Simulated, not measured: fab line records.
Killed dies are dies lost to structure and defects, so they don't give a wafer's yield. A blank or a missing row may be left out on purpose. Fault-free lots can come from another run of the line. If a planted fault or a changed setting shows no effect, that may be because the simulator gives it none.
Comparing a struck lot with a sound one || flow n5Finfet || 41 out of 1938 route steps
Sound: the wafers L353.2, L353.3, L353.4. Wafers struck: L346.3, L346.5, L346.6. Last of all comes the cause.
Each step with rows lists, per side, the tool, then ch with its chambers, then its first start. Under that, the readings that differ: sound wafers || struck wafers || difference of the means || sigmas: that difference in standard deviations of wafers without a fault.
alike: words and numbers the same on both sides, and readings whose means are apart by under 2 such deviations; not compared: readings that were withheld, readings missing a value for some wafer, numbers with overlapping values and no deviation given by the record, and bounds like >300 which may hide the same value.
A row with sigmas, a row that says differs or no value, or rows on one side alone: a step with any of these is where the two part. Numbers that have no deviation but don't overlap get no sigmas and don't part them. A reading missing from all wafers of one side parts the sides only when that side holds two or more wafers.

first, 1 step without rows for these wafers: N5_HKMG_FIN_COAT_85 (time 60 s, resist thk 300 nm).
N5_HKMG_FIN_ETCH_86: etches SOC in N2/H2, stops on TiN, target depth 393.2 nm.
  sound on rieDiel-04 ch 2,3, day 9 09:24; struck on rieDiel-05 ch 1,2, day 7 18:53
{"reading": "rfVppV (V)", "sound": "241.8 242.2 242.7", "struck": "237.9 237.9 240.4", "difference": -3.5, "sigmas": -2}
{"reading": "showerheadPlenumPTorr (Torr)", "sound": "2.62 2.58 2.62", "struck": "2.36 2.36 2.47", "difference": -0.21, "sigmas": -2}
  alike: drypumpMotorCurrentA, oesProductAu, throttleValvePct
  not compared: rfHoursCounterH
then, 10 steps without rows for these wafers: N5_HKMG_FIN_STRIP_89 (strips SOC in N2/H2, time 20 s); N5_HKMG_FIN_WET_ETCH_87 (etches TiN in SC1, time 154.2 s, target depth 4.7 nm, rinse time 30 s); N5_HKMG_FIN_STRIP_88 (strips in N2/H2, time 360 s); N5_HKMG_FIN_NWFM_ALD_20 (deposits TiAlC, target thk 2 nm, pulse time 3 s, purge time 2 s); N5_HKMG_FIN_ALD_71 (deposits TiN, target thk 1 nm, pulse time 1 s, purge time 3 s); N5_HKMG_FIN_COAT_66 (time 60 s, resist thk 300 nm); N5_HKMG_FIN_ETCH_67 (etches SOC in N2/H2, stops on TiN, target depth 388.9 nm); N5_HKMG_FIN_STRIP_90 (strips SOC in N2/H2, time 20 s); N5_HKMG_FIN_WET_ETCH_73 (etches the open film in SC1, time 42.3 s, target depth 1.3 nm, rinse time 30 s); N5_HKMG_FIN_ETCHBACK_68 (etches the open film in Cl2/Ar, stops on HfO2, target depth 0.5 nm).
N5_HKMG_FIN_STRIP_69: strips in N2/H2, time 360 s.
  sound on plasmaAsher-02 ch 0,1, day 9 10:59; struck on plasmaAsher-01 ch 0,1, day 7 20:29
  no value came back on the struck wafers for drypumpMotorCurrentA (A), h2FlowSccm (sccm), heaterPowerW (W); on the sound wafers drypumpMotorCurrentA (A) reads 4.8 4.8 6.7
  not compared: rfHoursCounterH
then, 2 steps without rows for these wafers: N5_HKMG_FIN_ALD_21 (deposits TiN, target thk 1.5 nm, pulse time 1 s, purge time 3 s); N5_HKMG_FIN_ALD_72 (deposits W, target thk 2 nm, pulse time 1 s, purge time 2 s).
N5_HKMG_FIN_W_FILL_22: material W, target thk 60 nm, time 18.2 s.
  sound on cvdW-01 ch 0,1, day 9 11:47; struck on cvdW-02 ch 0,1, day 7 21:11
  alike: heaterPowerW, throttleValvePct
then, 7 steps without rows for these wafers: N5_HKMG_FIN_PRECLEAN_83 (cleans in DIW, time 57.5 s); N5_HKMG_FIN_SRD_84 (dry time 32 s); N5_HKMG_FIN_CMP_23 (polishes, stops on SiNx, t overpolish 10 s, target thk 46.326 nm); N5_HKMG_FIN_CMP_94 (polishes, stops on SiNx, t overpolish 4.7 s, target thk 43.299 nm); N5_GATE_CUT_ETCHBACK_00 (etches W in SF6/Cl2); N5_GATE_CUT_ETCH_56 (etches TiN in Cl2/Ar, target depth 21.6 nm); N5_GATE_CUT_ETCHBACK_30 (etches TiN in Cl2/Ar, target depth 3 nm).
N5_GATE_CUT_VAPOR_ETCH_60: etches HfO2 in BCl3/Cl2.
  the record has rows for the sound wafers here (rieMetal-02 ch 0,1, day 9 12:55) and none for the struck ones
N5_GATE_CUT_ETCH_58: etches SiNx in CH3F/O2, target depth 17 nm, time 128.6 s.
  the record has rows for the sound wafers here (rieDiel-02 ch 0,1,2, day 9 12:58) and none for the struck ones
then, 5 steps without rows for these wafers: N5_GATE_CUT_STRIP_59 (strips in N2/H2, time 20 s); N5_GATE_CUT_PRECLEAN_31 (cleans in DIW, time 300 s); N5_GATE_CUT_SRD_32 (time 30 s); N5_GATE_CUT_SAC_CAP_01 (material SiNx, target thk 24 nm, pulse time 1 s, ald cycles 480); N5_GATE_CUT_PECVD_57 (deposits SiNx from SiH4/NH3/N2, target thk 21 nm).
N5_GATE_CUT_CMP_02: polishes, stops on SiO2, t overpolish 12.7 s, target thk 0 nm.
  the record has rows for the sound wafers here (cmp-03 ch 0,1,3, day 9 15:46) and none for the struck ones
then, 8 steps without rows for these wafers: N5_GATE_CUT_HM_DEP_46 (deposits SiO2 from TEOS/O2, target thk 130 nm, time 26.6 s); N5_GATE_CUT_COAT_34 (time 60 s, resist thk 60 nm); N5_GATE_CUT_COAT_35 (time 60 s, resist thk 10 nm); N5_GATE_CUT_COAT_27 (time 60 s, resist thk 10 nm); N5_GATE_CUT_COAT_07 (resist thk 30 nm); N5_GATE_CUT_EBR_09; N5_GATE_CUT_SOFTBAKE_08 (time 60 s); N5_GATE_CUT_EXPOSE_10 (exposes mask GATE CUT, target cd 20 nm).
N5_BEOL_M4_RC_MEAS_101:
  the record has rows for the sound wafers here (prober-02 ch 0, day 12 23:46) and none for the struck ones
-- the record jumps here: 8 days lie between the struck wafers' starts before and after (it left off in module BEOL_M4 and takes up again in module PASSIVATION, whose first step shown is number 1936 of the route) --
N5_PASSIVATION_PROBE_49:
  record: rows for the struck wafers here (prober-02, day 16 07:59), none for the sound ones

WHERE THEY PART
Last at N5_PASSIVATION_PROBE_49 as far as this record goes, first at N5_HKMG_FIN_ETCH_86.

WHY: whatever the simulator had introduced
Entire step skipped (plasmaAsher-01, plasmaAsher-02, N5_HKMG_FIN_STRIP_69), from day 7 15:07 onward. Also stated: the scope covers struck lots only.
